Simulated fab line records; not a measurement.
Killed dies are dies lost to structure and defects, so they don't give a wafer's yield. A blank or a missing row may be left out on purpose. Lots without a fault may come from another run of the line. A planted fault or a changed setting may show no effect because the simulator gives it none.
Which tool did it? -- flow n5 finfet -- 10 lots, 28 wafers sampled, at 5 steps of a route of 1938

## WHAT THE GAUGES SHOWED, per wafer
N5_BEOL_M4_RC_MEAS_101. Usual: DIBL_N 37.2 mV/V, standard deviation 2.1; DIBL_P 37.3 mV/V, standard deviation 2.3; IOFF_N 0.18 nA/um, standard deviation 0.041; IOFF_P 0.24 nA/um, standard deviation 0.042; ION_N 680 uA/um, standard deviation 13; ION_P 466 uA/um, standard deviation 7.7; SS_N 71.8 mV/dec, standard deviation 0.68; SS_P 73.5 mV/dec, standard deviation 0.66; VT_N 249 mV, standard deviation 3.6; VT_P -248 mV, standard deviation 3.4.
lot,measured,on,DIBL_N (mV/V),DIBL_P (mV/V),IOFF_N (nA/um),IOFF_P (nA/um),ION_N (uA/um),ION_P (uA/um),SS_N (mV/dec),SS_P (mV/dec),VT_N (mV),VT_P (mV),flag
L754,day 8 08:06,prober-02,36.9 36.9 37.2,36.3 36.9 37.8,0.16 0.16 0.18,0.22 0.22 0.23,673 670 678,467 467 466,71.0 71.6 71.7,72.9 73.0 73.3,248 247 249,-250 -248 -248,
L757,day 9 01:14,prober-01,39.2 38.1 39.9,39.5 37.7 41.7,0.23 0.19 0.27,0.27 0.23 0.32,705 689 712,473 468 482,71.8 72.9 72.1,74.0 73.8 74.1,243 248 242,-247 -252 -243,
L759,day 9 13:08,prober-02,39.4 35.0 35.1,39.2 33.6 34.5,0.25 0.14 0.15,0.30 0.21 0.23,694 656 679,472 460 471,72.9 71.2 70.9,73.9 72.8 73.0,243 252 248,-246 -249 -248,
L760,day 9 18:03,prober-02,34.4 35.4 35.9,33.7 35.4 35.8,0.13 0.14 0.15,0.19 0.21 0.22,676 668 673,468 460 464,71.2 71.7 71.1,73.0 72.4 73.9,254 252 248,-252 -248 -246,
L765,day 10 13:31,prober-01,42.0 39.3 40.1,39.8 37.0 38.6,0.26 0.19 0.23,0.28 0.23 0.26,686 676 709,462 457 480,72.7 72.1 72.5,74.2 74.4 74.3,242 249 243,-247 -248 -243,
L767,day 11 14:58,prober-02,40.0 37.1 36.7,39.4 37.3 37.1,0.23 0.16 0.18,0.28 0.25 0.24,675 670 676,465 464 463,73.4 72.4 72.5,73.5 72.5 73.6,246 252 247,-245 -247 -246,
L768,day 12 04:55,prober-01,37.5 39.4 38.5,36.8 39.0 37.9,0.17 0.21 0.18,0.22 0.24 0.23,677 681 678,468 469 466,71.5 72.1 72.5,73.2 74.9 73.8,249 248 247,-246 -247 -247,
L771,day 13 17:26,prober-01,39.4 39.5,40.3 40.7,0.22 0.21,0.30 0.31,684 675,479 470,73.5 72.4,74.3 74.2,247 250,-246 -244,
L775,day 14 21:18,prober-02,35.5 36.6 38.1,36.1 37.3 39.4,0.15 0.17 0.23,0.19 0.22 0.26,678 667 704,459 457 473,71.7 71.9 72.0,73.9 74.1 74.4,251 248 242,-252 -249 -248,
L777,day 15 00:02,prober-02,37.5 38.1,36.9 37.8,0.18 0.20,0.25 0.27,675 677,466 463,72.0 72.2,73.6 74.2,251 248,-249 -245,

## EACH LOT AND THE TOOL THAT RAN IT (in order: tool; ch and the chambers of the sampled wafers; start)
lot,N5_FIN_SAQP_ETCH_67,N5_FIN_SAQP_MANDREL2_REMOVE_60,N5_FIN_SAQP_FIN_ETCH_36,N5_FIN_CUT_COAT_02
L754,"rie diel-06 ch 0,1,2, day 2 01:44","rie si-05 ch 1,2,3, day 2 02:23","rie si-04 ch 0,1, day 2 02:50","litho track-05 ch 0, day 2 03:07"
L757,"rie diel-04 ch 2,3, day 2 19:25","rie si-05 ch 1,2,3, day 2 20:04","rie si-04 ch 0,1,3, day 2 20:40","litho track-03 ch 0, day 2 20:56"
L759,"rie diel-05 ch 2,3, day 3 08:43","rie si-05 ch 0,2, day 3 09:23","rie si-04 ch 1,3, day 3 09:49","litho track-03 ch 0, day 3 10:07"
L760,"rie diel-05 ch 2,3, day 3 12:49","rie si-01 ch 1,3, day 3 13:29","rie si-05 ch 0,1,3, day 3 13:56","litho track-04 ch 0, day 3 14:14"
L765,"rie diel-04 ch 1,2,3, day 4 18:50","rie si-01 ch 0,1,3, day 4 19:58","rie si-05 ch 0,2, day 4 20:25","litho track-04 ch 0, day 4 20:42"
L767,"rie diel-06 ch 0,2,3, day 5 06:37","rie si-01 ch 0,1,2, day 5 07:22","rie si-04 ch 1,2,3, day 5 07:48","litho track-04 ch 0, day 5 08:05"
L768,"rie diel-05 ch 1,3, day 5 13:29","rie si-04 ch 0,1,3, day 5 14:12","rie si-04 ch 0,1,2, day 5 14:53","litho track-04 ch 0, day 5 15:10"
L771,"rie diel-06 ch 0,2, day 6 08:16","rie si-01 ch 1,3, day 6 08:56","rie si-05 ch 1,2, day 6 09:22","litho track-03 ch 0, day 6 09:40"
L775,"rie diel-06 ch 1,2,3, day 7 06:37","rie si-01 ch 0,2,3, day 7 07:22","rie si-05 ch 1,2,3, day 7 07:52","litho track-05 ch 0, day 7 08:09"
L777,"rie diel-05 ch 0,2, day 7 21:38","rie si-05 ch 0,2, day 7 22:25","rie si-04 ch 0,1, day 7 22:56","litho track-05 ch 0, day 7 23:16"
- N5_FIN_SAQP_ETCH_67: etches SiNx in CH3F/O2, target depth 30 nm.
- N5_FIN_SAQP_MANDREL2_REMOVE_60: chemistry HBr/Cl2/O2, target a-Si, stops on SiNx, bt time 10 s.
- N5_FIN_SAQP_FIN_ETCH_36: etches the open film in HBr/Cl2/O2, target depth 120 nm, time 50.4 s.
- N5_FIN_CUT_COAT_02: resist thk 30 nm.

## WHAT THE TOOLS THEMSELVES READ (means of the sampled wafers that have a number; where no wafer has one, the mark that the record gives instead)
N5_FIN_SAQP_ETCH_67. Usual: CH3F_flow_sccm 30.01 sccm, standard deviation 0.096; drypump motor current A 5.6 A, standard deviation 0.48; oes product au 0.79 a.u., standard deviation 0.074; rf vpp V 302 V, standard deviation 7.1; showerhead plenum p Torr 2.01 Torr, standard deviation 0.072; throttle valve pct 16.38 %, standard deviation 0.23.
lot,tool,CH3F_flow_sccm (sccm),drypump motor current A (A),oes product au (a.u.),rf vpp V (V),showerhead plenum p Torr (Torr),throttle valve pct (%),flag
L754,rie diel-06,29.97,5.5,0.75,298,1.94,16.37,
L757,rie diel-04,29.89,5.8,0.86,303,2.01,16.40,
L759,rie diel-05,30.09,5.3,0.70,294,1.93,16.40,
L760,rie diel-05,30.03,5.4,0.71,297,2.00,16.48,
L765,rie diel-04,30.00,5.8,0.80,305,2.02,16.33,
L767,rie diel-06,29.93,5.6,0.83,295,2.07,16.23,
L768,rie diel-05,30.09,5.4,0.70,303,2.06,16.67,
L771,rie diel-06,30.00,5.4,0.82,294,2.06,16.18,
L775,rie diel-06,30.02,5.6,0.75,301,2.00,16.30,
L777,rie diel-05,29.92,5.8,0.85,295,2.02,16.12,

N5_FIN_SAQP_MANDREL2_REMOVE_60. Usual: drypump motor current A 6.0 A, standard deviation 0.35; oes product au 0.994 a.u., standard deviation 0.018; throttle valve pct 36.8 %, standard deviation 0.32.
lot,tool,drypump motor current A (A),oes product au (a.u.),throttle valve pct (%),flag
L754,rie si-05,6.2,1.010,36.5,
L757,rie si-05,6.2,1.005,36.5,
L759,rie si-05,6.6,1.000,37.0,
L760,rie si-01,6.0,0.973,37.0,
L765,rie si-01,5.8,0.985,36.9,
L767,rie si-01,5.7,0.991,36.7,
L768,rie si-04,5.9,0.995,36.8,
L771,rie si-01,6.0,0.969,37.0,
L775,rie si-01,5.8,0.988,36.7,
L777,rie si-05,6.5,1.007,36.8,

N5_FIN_SAQP_FIN_ETCH_36. Usual: drypump motor current A 6.0 A, standard deviation 0.39; oes product au 1.005 a.u., standard deviation 0.019; throttle valve pct 36.1 %, standard deviation 0.32.
lot,tool,drypump motor current A (A),oes product au (a.u.),throttle valve pct (%),flag
L754,rie si-04,5.8,1.010,36.2,
L757,rie si-04,5.8,0.991,36.1,
L759,rie si-04,5.8,1.013,36.0,
L760,rie si-05,6.3,1.013,36.2,
L765,rie si-05,6.6,0.996,36.0,
L767,rie si-04,5.8,1.011,36.0,
L768,rie si-04,5.7,1.003,36.1,
L771,rie si-05,6.1,1.019,35.7,
L775,rie si-05,6.3,1.007,35.9,
L777,rie si-04,5.8,1.008,36.2,

N5_FIN_CUT_COAT_02. Usual: spin speed rpm reads 1499.9 rpm (standard deviation 0.87).
lot,tool,spin speed rpm (rpm),flag
L754,litho track-05,1499.3,
L757,litho track-03,1499.9,
L759,litho track-03,1500.1,
L760,litho track-04,1499.3,
L765,litho track-04,1500.0,
L767,litho track-04,1748.8,OFF
L768,litho track-04,1748.4,OFF
L771,litho track-03,1500.1,
L775,litho track-05,1500.5,
L777,litho track-05,1500.6,

## THE ANSWER, worked out from the rows above alone
Rule: take the mean of a lot's wafers that have a number; if it is more than 3 standard deviations from the usual mean, the lot is off. A lot without any number at a reading at which 4 lots or more have one is off too. All remaining lots with rows at the step are treated as sound. The gauges are gone through in route order, then the tools' own readings, and for those a lot's mean is taken as printed above. The first step at which some lot is off is used, and at that step the reading that is off furthest; a lot without a number counts as furthest.
Off, at N5_FIN_CUT_COAT_02 on spin speed rpm: L767, L768.
If a tool, at that step or one of the process steps before it, ran each lot that is off and ran no sound lot following the first of them, it fits. One candidate fits, namely litho track-04 at N5_FIN_CUT_COAT_02. Its last sound lot is L765 (day 4 20:42), its first lot that is off L767 (day 5 08:05): a fault that began between those two fits.
On the lots that are off, the tool's own readings at N5_FIN_CUT_COAT_02 differ by more than 5 times the standard deviation of the sound lots' means, which bears it out; spin speed rpm reads 1748.6 rpm there versus 1500.0 rpm on the sound lots.

## WHAT HAD BEEN PUT IN BY THE SIMULATOR
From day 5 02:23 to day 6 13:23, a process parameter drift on litho track-04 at N5_FIN_CUT_COAT_02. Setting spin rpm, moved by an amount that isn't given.
Shown lots that were struck: L767, L768. This agrees with what the rule above found.
